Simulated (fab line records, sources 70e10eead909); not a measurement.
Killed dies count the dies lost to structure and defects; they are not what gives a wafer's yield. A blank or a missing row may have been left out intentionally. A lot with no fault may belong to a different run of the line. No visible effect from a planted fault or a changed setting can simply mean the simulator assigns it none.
Comparing a struck lot with a sound one ; flow nandHarc ; 12 steps out of a route of 1302
Sound: the wafers L595.3, L595.4, L595.5. Wafers L591.3, L591.4, L591.6 were the ones struck. At the end, the cause is stated.
For every step that has rows: the tool of each side, followed by ch and its chambers, followed by its first start. Under that, the readings that differ: sound wafers ; struck wafers ; difference of the means ; sigmas: that difference in standard deviations of wafers without a fault.
alike: readings with means less than 2 such deviations apart, plus words and numbers identical on both sides. not compared: withheld readings, readings lacking a value on some wafer, bounds such as >300 that could conceal the same value, and numbers that have no deviation in the record and whose values overlap.
The two part at a step that has a row with sigmas, a row that says differs or no value, or rows on one side only. When numbers do not overlap yet have no deviation, they are printed without sigmas and do not part them. A reading missing from all wafers of one side parts the sides only when that side holds two or more wafers.

NHARC_A_STAIRCASE_DEP_322: deposits SiO2, target thk 7200 nm.
  sound on pecvd-01 ch 0,1,2, day 25 13:13; struck on pecvd-01 ch 1,2, day 24 08:06
  alike: heaterPowerW
  not compared: sinceWetCleanH
then, 1 step without rows for these wafers: NHARC_A_STAIRCASE_ANNEAL_323 (time 1800 s).
NHARC_A_STAIRCASE_DEP_325: deposits SiO2, target thk 7200 nm.
  sound on pecvd-01 ch 0,2, day 25 22:45; struck on pecvd-02 ch 0,1,2, day 24 17:29
  alike: heaterPowerW
  not compared: sinceWetCleanH
then, 7 steps without rows for these wafers: NHARC_A_STAIRCASE_ANNEAL_326 (time 1800 s); NHARC_A_STAIRCASE_DEHYDRATE_433 (time 120 s); NHARC_A_STAIRCASE_HMDS_434 (time 30 s); NHARC_A_STAIRCASE_COAT_435; NHARC_A_STAIRCASE_SOFTBAKE_436 (time 170 s); NHARC_A_STAIRCASE_EBR_437; NHARC_A_STAIRCASE_EXPOSE_438 (exposes mask STAIR REV).
NHARC_A_STAIRCASE_PEB_439: peb time 130 s.
  sound on lithoTrack-03 ch 0, day 26 08:01; struck on lithoTrack-03, day 25 03:02
  no value came back on the struck wafers for chillPlateTempC (C), exhaustPa (Pa), plateTempC (C); on the sound wafers chillPlateTempC (C) reads 23.04 22.98 23.03
then, 1 step without rows for these wafers: NHARC_A_STAIRCASE_DEVELOP_440 (time 140 s).

## WHERE THEY PART
Only at NHARC_A_STAIRCASE_PEB_439, as far as this record shows.

WHY: what the simulator had put in
Skipped step whole: lithoTrack-03, from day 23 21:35 on, at NHARC_A_STAIRCASE_PEB_439. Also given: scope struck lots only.
